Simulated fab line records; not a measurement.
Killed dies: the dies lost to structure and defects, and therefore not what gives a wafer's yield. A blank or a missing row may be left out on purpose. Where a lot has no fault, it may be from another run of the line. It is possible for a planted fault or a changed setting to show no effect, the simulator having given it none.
Split-lot experiment :: flow n5 finfet :: 7 lots, 21 wafers read, on a route of 1938 steps

ABOUT THE SPLIT
At N5_MOL_CONTACT_COAG_CMP_23 (polishes, stops on SiO2, t overpolish 1.5 s, target thk 0 nm), the setting down force psi was moved away from the recipe's 2 psi on 8 of the 21 wafers read, by -11.0% to +22.4%. For the rest of the wafers, this setting stayed at what the recipe calls for.

FROM THE SPLIT TO THE READING: what the file shows between them, 6 steps
- N5_MOL_CONTACT_COAG_WET_ETCH_26: target Co, target depth 13 nm
- N5_MOL_CONTACT_COAG_ETCH_91: etches SOC in N2/H2, target depth 60 nm, overetch 21 nm, time 101.2 s (also split here: time s)
- N5_MOL_CONTACT_COAG_ETCHBACK_135: etches SiO2 in CHF3, target depth 25 nm, time 16.7 s (also split here: time s)
- N5_MOL_CONTACT_COAG_STRIP_118: strips in CHF3
- N5_MOL_CONTACT_COAG_VIA_ETCH_46: etches SiO2 in C4F6/O2, target depth 46 nm, overetch 9.2 nm, time 40 s
- N5_MOL_CONTACT_COAG_STRIP_96: strips in N2/H2

THE READING
etch.depth nm (the simulator's own value, which no gauge read), in nm, at N5_MOL_CONTACT_COAG_ETCH_47 (etches SiNx in CH3F/O2, stops on W, target depth 27 nm). The file does not state a usual value for it. Across the 13 wafers here that went through the recipe, the average is 17.89 nm and the standard deviation 0.083 nm.

wafer: L076.1
tool, chamber at the split: cmp-04, 3
down force psi as run, psi: 2.447
against the recipe: +22.4%
etch.depth nm, nm: 17.41
against lot-mates on the recipe: -0.57

wafer: L076.4
tool, chamber at the split: cmp-04, 2
down force psi as run, psi: 2
against the recipe: recipe
etch.depth nm, nm: 17.98
against lot-mates on the recipe: -

wafer: L076.6
tool, chamber at the split: cmp-04, 3
down force psi as run, psi: 2.447
against the recipe: +22.4%
etch.depth nm, nm: 17.33
against lot-mates on the recipe: -0.65

wafer: L079.2
tool, chamber at the split: cmp-03, 3
down force psi as run, psi: 1.78
against the recipe: -11.0%
etch.depth nm, nm: 18.04
against lot-mates on the recipe: +0.05

wafer: L079.3
tool, chamber at the split: cmp-03, 0,1
down force psi as run, psi: 2
against the recipe: recipe
etch.depth nm, nm: 17.98
against lot-mates on the recipe: -

wafer: L079.6
tool, chamber at the split: cmp-03, 0,1
down force psi as run, psi: 2
against the recipe: recipe
etch.depth nm, nm: 17.99
against lot-mates on the recipe: -

wafer: L081.3
tool, chamber at the split: cmp-04, 3,0,2
down force psi as run, psi: 1.86
against the recipe: -7.0%
etch.depth nm, nm: 17.99
against lot-mates on the recipe: no lot-mate on the recipe

wafer: L081.4
tool, chamber at the split: cmp-04, 3,0,2
down force psi as run, psi: 1.86
against the recipe: -7.0%
etch.depth nm, nm: 18.09
against lot-mates on the recipe: no lot-mate on the recipe

wafer: L081.5
tool, chamber at the split: cmp-04, 3,0,2
down force psi as run, psi: 1.86
against the recipe: -7.0%
etch.depth nm, nm: 17.96
against lot-mates on the recipe: no lot-mate on the recipe

wafer: L083.1
tool, chamber at the split: cmp-04, 3
down force psi as run, psi: 2
against the recipe: recipe
etch.depth nm, nm: 17.97
against lot-mates on the recipe: -

wafer: L083.3
tool, chamber at the split: cmp-04, 1,0
down force psi as run, psi: 1.86
against the recipe: -7.0%
etch.depth nm, nm: 18.04
against lot-mates on the recipe: +0.07

wafer: L083.6
tool, chamber at the split: cmp-04, 1,0
down force psi as run, psi: 1.86
against the recipe: -7.0%
etch.depth nm, nm: 18.04
against lot-mates on the recipe: +0.07

wafer: L086.1
tool, chamber at the split: cmp-02, 0,2,3
down force psi as run, psi: 2
against the recipe: recipe
etch.depth nm, nm: 17.92
against lot-mates on the recipe: -

wafer: L086.2
tool, chamber at the split: cmp-02, 0,2,3
down force psi as run, psi: 2
against the recipe: recipe
etch.depth nm, nm: 17.9
against lot-mates on the recipe: -

wafer: L086.3
tool, chamber at the split: cmp-02, 0,2,3
down force psi as run, psi: 2
against the recipe: recipe
etch.depth nm, nm: 17.9
against lot-mates on the recipe: -

wafer: L088.4
tool, chamber at the split: cmp-03, 3,2,3
down force psi as run, psi: 2
against the recipe: recipe
etch.depth nm, nm: 17.85
against lot-mates on the recipe: -

wafer: L088.5
tool, chamber at the split: cmp-03, 3,2,3
down force psi as run, psi: 2
against the recipe: recipe
etch.depth nm, nm: 17.85
against lot-mates on the recipe: -

wafer: L088.6
tool, chamber at the split: cmp-03, 3,2,3
down force psi as run, psi: 2
against the recipe: recipe
etch.depth nm, nm: 17.75
against lot-mates on the recipe: -

wafer: L089.1
tool, chamber at the split: cmp-03, 3,0,2
down force psi as run, psi: 2
against the recipe: recipe
etch.depth nm, nm: 17.97
against lot-mates on the recipe: -

wafer: L089.2
tool, chamber at the split: cmp-03, 3,0,2
down force psi as run, psi: 2
against the recipe: recipe
etch.depth nm, nm: 17.81
against lot-mates on the recipe: -

wafer: L089.6
tool, chamber at the split: cmp-03, 3,0,2
down force psi as run, psi: 2
against the recipe: recipe
etch.depth nm, nm: 17.75
against lot-mates on the recipe: -
If several chambers appear in one row, that row covers several wafers at once and the file leaves open which wafer was in which chamber.

FIT RESULTS
A straight line over all 21 wafers: etch.depth nm changes by -0.0217 nm for each +1% of down force psi; r = -0.92; the points scatter about the line by 0.077 nm.
The same after taking each lot's own level away (the mean of its wafers on the recipe; 18 wafers): -0.0232 nm for each +1%; r = -0.94; scatter 0.076 nm.
The reading moves by 0.52 nm for the largest change in down force psi, on that fit.
Measured against the standard deviation above, the lots' own levels, which go from 17.817 to 17.985 nm, span 2.0 times it.
The two slopes are in agreement: the lot-to-lot level therefore moves the slope only a little.
Check: for one of the wafers moved furthest among these (+22.4%), held out of the fit, the line's prediction against its lot-mates is -0.534 nm. Against them it came out at -0.57 nm.

THESE WAFERS: OTHER SPLITS
Other splits were also applied to these wafers ahead of the reading. Each is held against what the fit with the lots' levels taken away leaves over:
other split on the same wafers: N5_SDB_COAT_03 spin rpm
wafers away from the commonest value: 6
r with etch.depth nm (lot level and that fit taken away): +0.03

other split on the same wafers: N5_GATE_CUT_CUT_ETCH_53 icp w
wafers away from the commonest value: 9
r with etch.depth nm (lot level and that fit taken away): -0.12

other split on the same wafers: N5_GATE_CUT_ALD_22 ald cycles
wafers away from the commonest value: 9
r with etch.depth nm (lot level and that fit taken away): +0.28

other split on the same wafers: N5_MOL_CONTACT_COAG_ETCH_91 time s
wafers away from the commonest value: 7
r with etch.depth nm (lot level and that fit taken away): -0.05

other split on the same wafers: N5_MOL_CONTACT_COAG_ETCHBACK_135 time s
wafers away from the commonest value: 5
r with etch.depth nm (lot level and that fit taken away): -0.45

THE WHOLE CHAIN: every reading that the file lists as answering this split, in the file's order
step: N5_MOL_CONTACT_COAG_WET_ETCH_26
what it does: target Co, target depth 13 nm
reading: SiNx_of_GATE_CUT_SAC_CAP_01.thk nm (the simulator's own value, which no gauge read)
change (the file's fit): -0.0254 nm for each +1% of the setting
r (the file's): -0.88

step: N5_MOL_CONTACT_COAG_ETCH_47
what it does: etches SiNx in CH3F/O2, stops on W, target depth 27 nm
reading: etch.depth nm (the simulator's own value, which no gauge read)
change (the file's fit): -0.0219 nm for each +1% of the setting
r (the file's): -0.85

THE FILE'S OWN FIT
etch.depth nm changes by -0.0219 nm for each +1% of down force psi, r = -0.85.
